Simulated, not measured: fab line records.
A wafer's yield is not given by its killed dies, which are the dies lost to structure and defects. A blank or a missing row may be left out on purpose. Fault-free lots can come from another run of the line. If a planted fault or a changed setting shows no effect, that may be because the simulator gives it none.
fab line records | flow n5-finfet
record: lots: 6 wafers: 18 last-day: 17
route steps=1938 shown BEOL_M3@1001 BEOL_M4@1111
lots with no fault: from the same line, run without faults
start-h: start of the lot's first displayed wafer, in hours after the record's first day | wait-h: hours from the lot's prior step to this one | " the same as in the row above | L1.1+2: a single row standing in for several wafers | - no value present, or no start provided | * or withheld: withheld | < > ~ a bound
route shown NAME@n: a module of which the file shows steps, and the number in the route of the first | usual: the fault-free wafers' mean and standard deviation | same: alike in all rows | chamber/n: place in a boat | sites: per-site readings | _std_site: the standard deviation of these | _edge_site: mean of outer sites minus mean of inner sites | radius-mm: how far each site lies from the wafer's centre | mask NAME#n: copy n | behind: the tool/chamber that last shaped the wafer | hold: what put the lot on hold/how long, in hours/how the hold closed | device: which transistor (n, p or np) failed to switch | end of line: the route-end tests of the same wafers | a step with no rows: only its recipe | killed: at the first sort, the dies lost to defects and structure; wafer yield is something else | map: shows each die of a wafer: x if killed, . if not, _ if none is there
set.NAME: the setting as run; set.NAME@STEP: as run at that earlier step | model.NAME: the simulator's own value behind a step, which no gauge read
a table for each step, a row for each wafer; lots at some steps of the route
services: when a tool's chamber went out of use (start-h, in hours from the record's first day, below 0 if earlier), for how many hours, and the reason
== steps ==
step: N5_BEOL_M3_ANNEAL_87
recipe: temp-c: 400 time-s: 240 ambient: vacuum
step: N5_BEOL_M3_SPUTTER_88
recipe: material: Cu target-thk-a: 45 temp-c: -20 chamber-pressure-pa: 0.07 power-w: withheld time-s: 8.29
usual: chamber-pressure-pa: 0.07/0.00013 throttle-valve-pct: 30.2/0.62
columns lot.wafer tool chamber start-h wait-h chamber-pressure-pa throttle-valve-pct
L662.4 pvd-sputter-03 - 169.94 0.1 0.07014 30.2
L662.5 " - " " 0.07006 30.1
L662.6 " - " " 0.06972 31.5
L664.2 pvd-sputter-02 - 189.78 0.1 0.06991 30.3
L664.3 " - " " 0.07011 30.0
L664.5 " - " " 0.07012 30.4
L668.1 pvd-sputter-01 - 205.25 0.1 0.0701 29.6
L668.3 " - " " 0.07021 30.2
L668.4 " - " " 0.06995 29.8
L667.2 pvd-sputter-02 - 209.28 0.1 0.07012 30.4
L667.4 " - " " 0.06979 31.4
L667.5 " - " " 0.07017 30.6
L674.1 pvd-sputter-01 - 243.81 0.1 0.07009 30.1
L674.4 " - " " 0.07006 29.5
L674.5 " - " " 0.07011 30.0
L678.2 pvd-sputter-01 - 286.21 0.1 0.0698 30.3
L678.4 " - " " 0.07003 30.4
L678.6 " - " " 0.06981 29.9
step: N5_BEOL_M3_ANNEAL_89
recipe: temp-c: 400 time-s: 240 ambient: vacuum
step: N5_BEOL_M3_SPUTTER_90
recipe: material: Cu target-thk-a: 45 temp-c: -20 chamber-pressure-pa: 0.07 power-w: withheld time-s: 8.29
step: N5_BEOL_M3_ANNEAL_91
recipe: temp-c: 400 time-s: 240 ambient: vacuum
usual: heater-power-w: 832/100
columns lot.wafer tool chamber start-h wait-h heater-power-w
L662.4 pvd-sputter-03 - 170.24 0.0 833
L662.5 " - " " 806
L662.6 " - " " 681
L664.2 pvd-sputter-02 - 190.38 0.1 970
L664.3 " - " " 710
L664.5 " - " " 989
L668.1 pvd-sputter-01 - 205.55 0.0 811
L668.3 " - " " 807
L668.4 " - " " 732
L667.2 pvd-sputter-02 - 209.58 0.0 957
L667.4 " - " " 795
L667.5 " - " " 700
L674.1 pvd-sputter-01 - 244.11 0.0 782
L674.4 " - " " 821
L674.5 " - " " 786
L678.2 pvd-sputter-01 - 286.51 0.0 788
L678.4 " - " " 1020
L678.6 " - " " 814
step: N5_BEOL_M3_SPUTTER_92
recipe: material: Cu target-thk-a: 45 temp-c: -20 chamber-pressure-pa: 0.07 power-w: withheld time-s: 8.29
step: N5_BEOL_M3_ANNEAL_93
recipe: temp-c: 400 time-s: 240 ambient: vacuum
usual: heater-power-w: 833/100
columns lot.wafer tool chamber start-h wait-h heater-power-w
L662.4 pvd-sputter-03 - 170.46 0.0 839
L662.5 " - " " 810
L662.6 " - " " 690
L664.2 pvd-sputter-02 - 190.82 0.1 989
L664.3 " - " " 700
L664.5 " - " " 979
L668.1 pvd-sputter-01 - 205.77 0.0 823
L668.3 " - " " 790
L668.4 " - " " 708
L667.2 pvd-sputter-02 - 209.80 0.0 979
L667.4 " - " " 787
L667.5 " - " " 707
L674.1 pvd-sputter-01 - 244.33 0.0 801
L674.4 " - " " 805
L674.5 " - " " 792
L678.2 pvd-sputter-01 - 286.73 0.0 826
L678.4 " - " " 973
L678.6 " - " " 790
step: N5_BEOL_M3_SPUTTER_94
recipe: material: Cu target-thk-a: 45 temp-c: -20 chamber-pressure-pa: 0.07 power-w: withheld time-s: 8.29
step: N5_BEOL_M3_ANNEAL_95
recipe: temp-c: 400 time-s: 240 ambient: vacuum
usual: heater-power-w: 833/100
columns lot.wafer tool chamber start-h wait-h heater-power-w
L662.4 pvd-sputter-03 - 170.68 0.0 829
L662.5 " - " " 799
L662.6 " - " " 665
L664.2 pvd-sputter-02 - 191.26 0.1 981
L664.3 " - " " 708
L664.5 " - " " 980
L668.1 pvd-sputter-01 - 205.99 0.0 807
L668.3 " - " " 804
L668.4 " - " " 725
L667.2 pvd-sputter-02 - 210.02 0.0 996
L667.4 " - " " 793
L667.5 " - " " 688
L674.1 pvd-sputter-01 - 244.55 0.0 785
L674.4 " - " " 807
L674.5 " - " " 791
L678.2 pvd-sputter-01 - 286.95 0.0 805
L678.4 " - " " 987
L678.6 " - " " 806
step: N5_BEOL_M3_SPUTTER_96
recipe: material: Cu target-thk-a: 45 temp-c: -20 chamber-pressure-pa: 0.07 power-w: withheld time-s: 8.29
step: N5_BEOL_M3_ECD_50
recipe: material: Cu target-thk-a: 3000
step: N5_BEOL_M3_ANNEAL_51
recipe: temp-c: 225 time-s: 90 ambient: N2
usual: wafer_temp_C_max: 225.75/0.21
columns lot.wafer tool chamber start-h wait-h wafer_temp_C_max
L662.4 rtp-anneal-02 0 171.54 0.6 225.60
L662.5 " 0 " " 225.48
L662.6 " 0 " " 225.49
L664.2 rtp-anneal-01 0 191.85 0.2 225.79
L664.3 " 0 " " 225.75
L664.5 " 0 " " 225.84
L668.1 rtp-anneal-02 0 206.34 0.1 225.48
L668.3 " 0 " " 225.71
L668.4 " 0 " " 225.80
L667.2 rtp-anneal-01 0 210.41 0.1 225.94
L667.4 " 0 " " 225.87
L667.5 " 0 " " 225.79
L674.1 rtp-anneal-01 0 244.90 0.1 225.82
L674.4 " 0 " " 225.97
L674.5 " 0 " " 225.70
L678.2 rtp-anneal-01 0 287.56 0.3 225.59
L678.4 " 0 " " 225.76
L678.6 " 0 " " 225.79
step: N5_BEOL_M3_CMP_52
recipe: stop-on: SiOC t-overpolish-s: 6.8 down-force-psi: 1 platen-rpm: 50 clearing-platen-down-force-psi: 1.5 clearing-platen-rpm: 50 post-cmp-clean: cu-alkaline target-thk-nm: 40 clearing-platen-pad-velocity-m-s: 0.99484 pad-velocity-m-s: 0.99484
usual: barrier-field-endpoint-s: 24.2/0.69 head-pressure-psi: 0.9998/0.0021 motor-current-A: 6.0/0.6 overpolish-run-s: 6.798/0.0092 time-to-endpoint-s: 60/3.5
columns lot.wafer tool chamber start-h wait-h barrier-field-endpoint-s head-pressure-psi motor-current-A overpolish-run-s time-to-endpoint-s
L662.4 cmp-01 0 171.74 0.2 25.4 0.9939 5.0 6.792 64
L662.6 " 3 " " 25.5 1.0036 6.9 6.804 65
L662.5 " 0 " " 24.4 0.9984 4.9 6.811 60
L664.3 cmp-03 1 192.14 0.2 24.7 1.0000 6.1 6.812 66
L664.2 " 3 " " 24.1 1.0014 6.2 6.805 62
L664.5 " 0 " " 24.9 0.9981 6.9 6.783 63
L668.4 cmp-01 0 206.64 0.1 28.2 0.8478 4.9 6.797 58
L668.3 " 2 " " 27.1 0.8560 5.0 6.816 57
L668.1 " 3 " " 28.4 0.8549 6.1 6.814 64
L667.2 cmp-01 3 210.66 0.2 28.3 0.8540 6.6 6.791 60
L667.4 " 0 " " 27.0 0.8546 4.8 6.801 57
L667.5 " 0 " " 27.5 0.8534 4.7 6.783 57
L674.4 cmp-03 0 245.23 0.2 25.3 0.9993 6.8 6.792 61
L674.1 " 2 " " 24.6 0.9970 6.6 6.803 64
L674.5 " 0 " " 24.4 1.0000 6.6 6.790 59
L678.2 cmp-02 0 287.81 0.2 23.4 1.0008 5.1 6.796 59
L678.4 " 3 " " 24.5 0.9980 6.1 6.802 57
L678.6 " 1 " " 23.6 0.9977 6.6 6.780 59
step: N5_BEOL_M4_RC_MEAS_101
usual: DIBL_N: 36.0/1.6 DIBL_P: 36.1/2 IOFF_N: 0.160/0.029 IOFF_P: 0.21/0.039 ION_N: 675/13 ION_P: 464/8.8 SS_N: 71.5/0.58 SS_P: 73.3/0.65 VT_N: 250/3.3 VT_P: -249/3.6
columns lot.wafer tool chamber start-h wait-h DIBL_N[mV/V] DIBL_P[mV/V] IOFF_N[nA/um] IOFF_P[nA/um] ION_N[uA/um] ION_P[uA/um] SS_N[mV/dec] SS_P[mV/dec] VT_N[mV] VT_P[mV]
L662.4 prober-02 0 187.27 0.5 35.3 35.7 0.135 0.17 667 455 72.0 72.2 252 -256
L662.5 " 0 " " 33.8 33.5 0.111 0.14 656 454 71.8 72.8 256 -258
L662.6 " 0 " " 35.2 34.8 0.135 0.17 675 460 71.8 73.1 253 -254
L664.2 prober-02 0 204.80 0.2 36.0 34.9 0.136 0.20 663 461 71.1 72.7 252 -248
L664.3 " 0 " " 37.8 37.3 0.179 0.24 683 467 71.7 73.8 248 -248
L664.5 " 0 " " 36.9 36.2 0.153 0.22 688 471 71.0 73.2 250 -245
L668.1 prober-02 0 220.01 0.0 36.2 34.9 0.161 0.21 669 460 71.2 73.3 250 -247
L668.3 " 0 " " 38.6 37.5 0.207 0.25 681 456 72.4 73.8 246 -248
L668.4 " 0 " " 39.3 39.8 0.235 0.27 705 476 72.2 74.7 241 -248
L667.2 prober-01 0 220.12 0.2 37.2 38.4 0.187 0.22 691 466 71.3 73.4 248 -250
L667.4 " 0 " " 34.9 36.0 0.141 0.19 660 454 71.3 72.4 252 -254
L667.5 " 0 " " 35.6 36.9 0.153 0.20 671 463 70.6 73.3 250 -252
L674.1 prober-01 0 264.87 0.0 36.4 35.4 0.150 0.17 661 451 70.8 73.2 249 -254
L674.4 " 0 " " 37.1 36.9 0.173 0.20 675 453 71.7 73.7 247 -252
L674.5 " 0 " " 39.3 38.7 0.223 0.23 694 459 71.8 73.7 244 -251
L678.2 prober-01 0 298.10 0.2 34.5 32.2 0.118 0.15 661 451 71.3 71.8 253 -256
L678.4 " 0 " " 36.1 35.1 0.159 0.19 672 458 72.0 72.5 247 -253
L678.6 " 0 " " 33.9 32.0 0.126 0.15 681 461 70.8 71.9 250 -253
== services ==
columns tool chamber start-h hours kind
pvd-sputter-03 - 149.66 0.9 repair
cmp-01 - 164.50 4.3 pm
cmp-01 - 173.86 3.3 repair
cmp-02 - 199.17 2.7 repair
cmp-03 - 222.36 9.7 pm
cmp-01 - 224.07 4.0 pm
rtp-anneal-02 - 226.70 4.6 pm
cmp-01 - 228.07 - consumable-replace:conditioner
cmp-01 - 228.07 - consumable-replace:pad
cmp-03 - 234.65 6.3 repair
cmp-03 - 242.27 2.7 repair
cmp-02 - 243.57 6.4 pm
pvd-sputter-01 - 265.37 5.6 repair
cmp-02 - 280.02 0.6 repair
== key ==
first-sign: step: N5_BEOL_M3_CMP_52 reading: head-pressure-psi direction: down sigmas: 68 usual: 0.9998 struck: 0.8535
effect: step: N5_BEOL_M3_CMP_52 reading: barrier-field-endpoint-s direction: up sigmas: 5.1 usual: 24.2 struck: 27.8
met-at N5_BEOL_M3_CMP_52
struck-wafers L667.2,L667.4,L667.5,L668.1,L668.3,L668.4
onset-between 171.74 206.64
fault: kind: process-parameter-drift tool: cmp-01 chamber: - onset-h: 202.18 steps: N5_BEOL_M3_CMP_52 channel: down-force-psi offset: -0.14621 shape: step end-h: 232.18 acts-in: these-recipes-only stated: 1
